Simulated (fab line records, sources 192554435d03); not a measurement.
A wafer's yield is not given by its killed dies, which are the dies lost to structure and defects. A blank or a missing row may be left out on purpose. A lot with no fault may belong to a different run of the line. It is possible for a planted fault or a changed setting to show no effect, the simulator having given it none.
Struck lot and sound lot, side by side | flow n5_finfet | 15 out of 1938 route steps
Sound: the wafers L849.1, L849.2, L849.6. Struck: wafer L865.4 (left out: L865.3, L865.6 of the same lot, which were not struck); the cause appears at the end.
For every step that has rows: the tool of each side, followed by ch and its chambers, followed by its first start. Under that, the readings that differ: sound wafers | struck wafers | difference of the means | sigmas: that difference in standard deviations of wafers without a fault.
alike: a reading whose means differ by less than 2 such deviations, as well as words and numbers matching on both sides. not compared: withheld readings; readings where some wafer has no value; bounds like >300 that might hide an equal value; numbers whose values overlap and for which the record gives no deviation.
The two part at a step that has a row with sigmas, a row that says differs or no value, or rows on one side only. Non-overlapping numbers with no deviation appear without sigmas and do not part them. Lack of a reading on every wafer of one side parts them only where that side has two or more wafers.

N5_BEOL_M9_STRIP_80: strips in N2/H2, time 10 s.
  sound: rie_diel-06 ch 0,1; struck: rie_diel-04 ch 0
  alike: drypump_motor_current_A, oes_product_au, rf_vpp_V, showerhead_plenum_p_Torr, throttle_valve_pct
  not compared: rf_hours_counter_h
N5_BEOL_M9_OCD_MEAS_38:
  sound: ocd-01 at day 10 11:46; struck: ocd-02 at day 14 19:55
  alike: trench_depth_nm
then, 4 steps without rows for these wafers: N5_BEOL_M9_HM_STRIP_39 (strips TiN in peroxide tin strip, target depth 25 nm, time 158 s); N5_BEOL_M9_SRD_40 (time 30 s); N5_BEOL_M9_PRECLEAN_42 (cleans in residue remover, time 60 s); N5_BEOL_M9_SRD_43 (time 30 s).
N5_BEOL_M9_CD_MEAS_35: target cd 70 nm, target cd y 40 nm.
  sound: cd_sem-01 at day 10 11:56; struck: cd_sem-03 at day 14 20:04
  alike: cd_nm
then, 1 step without rows for these wafers: N5_BEOL_M9_CURE_72 (cures SiCOH lowk, time 120 s).
N5_BEOL_M9_DEGAS_44: time 60 s.
  sound: pvd_sputter-01 at day 10 12:23; struck: pvd_sputter-01 at day 14 20:46
  alike: heater_power_w, susceptor_temp_C
N5_BEOL_M9_PRE_CLEAN_45: time 30 s.
  sound: pvd_sputter-01 at day 10 12:26; struck: pvd_sputter-01 at day 14 20:48
  alike: heater_power_w, susceptor_temp_C
N5_BEOL_M9_ALD_74: deposits TaN, target thk 2 nm, pulse time 2 s, purge time 3 s.
  sound on ald_metal-04 ch 0,1,2, day 10 12:31; struck on ald_metal-04 ch 0, day 14 20:52
  alike: heater_power_w, precursor_vessel_temp_c, susceptor_temp_C
N5_BEOL_M9_SURFACE_TREAT_79:
  sound: pvd_sputter-02 at day 10 12:53; struck: pvd_sputter-02 at day 14 22:14
  not compared: throttle_valve_pct
N5_BEOL_M9_CVD_78: deposits Co from CCTBA/H2, target thk 2 nm, time 138.9 s.
  sound on cvd_co-02 ch 0,1,2, day 10 13:10; struck on cvd_co-01 ch 0, day 14 22:29
  reading          | sound             | struck | difference | sigmas
  run_length_s (s) | 161.0 163.3 161.5 | 278.9  | +117.0     | +99 or more
then, 1 step without rows for these wafers: N5_BEOL_M9_SPUTTER_48 (material Cu, target thk 12 nm, time 2 s).
-- record jumps: 3 days separate the struck wafers' starts on either side; left off in module BEOL_M9, taken up again in module PASSIVATION, whose first shown step is the route's number 1936 --
N5_PASSIVATION_PROBE_49:
  only the struck wafers here have rows in the record (prober-01, day 17 14:11); the sound ones have none

WHERE THEY PART
First at N5_BEOL_M9_CVD_78; last, within this record, at N5_PASSIVATION_PROBE_49.

WHY: whatever the simulator had introduced
cvd_co-01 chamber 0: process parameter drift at N5_BEOL_M9_CVD_78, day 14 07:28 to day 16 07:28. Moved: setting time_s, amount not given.
